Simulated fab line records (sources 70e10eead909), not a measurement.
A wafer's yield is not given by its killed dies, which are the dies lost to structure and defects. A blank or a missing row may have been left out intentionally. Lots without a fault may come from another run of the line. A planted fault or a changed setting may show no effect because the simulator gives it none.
A lot that was struck, set against a sound lot | flow nandHarc | 16 steps out of a route of 1302
Sound: the wafers L182.2, L182.3, L182.4. Wafers L187.3, L187.5, L187.6 were the ones struck. The cause is named last.
Per side, at each step with rows, come the tool, then ch with its chambers, and then its first start. Under that, the readings that differ: sound wafers | struck wafers | difference of the means | sigmas: that difference in standard deviations of wafers without a fault.
alike: a reading whose means differ by less than 2 such deviations, as well as words and numbers matching on both sides. not compared: withheld readings; readings where some wafer has no value; bounds like >300 that might hide an equal value; numbers whose values overlap and for which the record gives no deviation.
A row with sigmas, a row that says differs or no value, or rows on one side alone: a step with any of these is where the two part. When numbers do not overlap yet have no deviation, they are printed without sigmas and do not part them. A reading that every wafer of one side lacks parts them only if that side has two wafers or more.

NHARC_P_START_INSPECT_01:
  sound: defectInspect-02 at day 2 06:02; struck: defectInspect-01 at day 4 08:02
  alike: rawDefectCount
then, 7 steps without rows for these wafers: NHARC_P_ZERO_WELL_PRECLEAN_00 (cleans in SPM, time 600 s); NHARC_P_ZERO_WELL_SRD_01; NHARC_P_ZERO_WELL_PECVD_02 (deposits SiO2, target thk 10 nm); NHARC_P_ZERO_WELL_DEHYDRATE_03 (time 120 s); NHARC_P_ZERO_WELL_HMDS_04 (time 30 s); NHARC_P_ZERO_WELL_COAT_64 (time 65 s); NHARC_P_ZERO_WELL_COAT_05 (resist thk 600 nm).
NHARC_P_ZERO_WELL_SOFTBAKE_06: time 70 s.
  sound on lithoTrack-03 ch 0, day 2 06:00; struck on lithoTrack-03 ch 0, day 4 08:00
reading               | sound             | struck            | difference | sigmas
heaterPowerTotalW (W) | 202.5 199.6 199.3 | 191.5 194.1 193.2 | -7.5       | -6
then, 4 steps without rows for these wafers: NHARC_P_ZERO_WELL_EBR_07; NHARC_P_ZERO_WELL_EXPOSE_08 (exposes mask P ZERO, target cd 500 nm); NHARC_P_ZERO_WELL_PEB_09 (peb time 80 s); NHARC_P_ZERO_WELL_DEVELOP_10 (time 50 s).
NHARC_P_ZERO_WELL_CD_MEAS_11 targets a cd of 500 nm.
  sound on cdSem-03 ch 0, day 2 07:14; struck on cdSem-02 ch 0, day 4 09:16
reading   | sound             | struck            | difference | sigmas
cdNm (nm) | 500.9 500.3 498.9 | 493.6 492.1 494.2 | -6.7       | -5
then, 1 step without rows for these wafers: NHARC_P_ZERO_WELL_HARDBAKE_12 (time 65 s).
-- break in the record here, with 23 days between the starts of the struck wafers on either side (left off in module P_ZERO_WELL, picked up again in module END, where the first step shown is number 1302 on the route) --
NHARC_END_SORT_01:
  only the struck wafers appear in the record here, on prober-02 ch 0 at day 27 09:17; the sound ones have no rows

## WHERE THEY PART
Last at NHARC_END_SORT_01 as far as this record goes, first at NHARC_P_ZERO_WELL_SOFTBAKE_06.

WHY: the cause the simulator had injected
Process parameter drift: lithoTrack-03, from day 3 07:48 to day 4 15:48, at NHARC_P_ZERO_WELL_SOFTBAKE_06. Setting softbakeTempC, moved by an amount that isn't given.
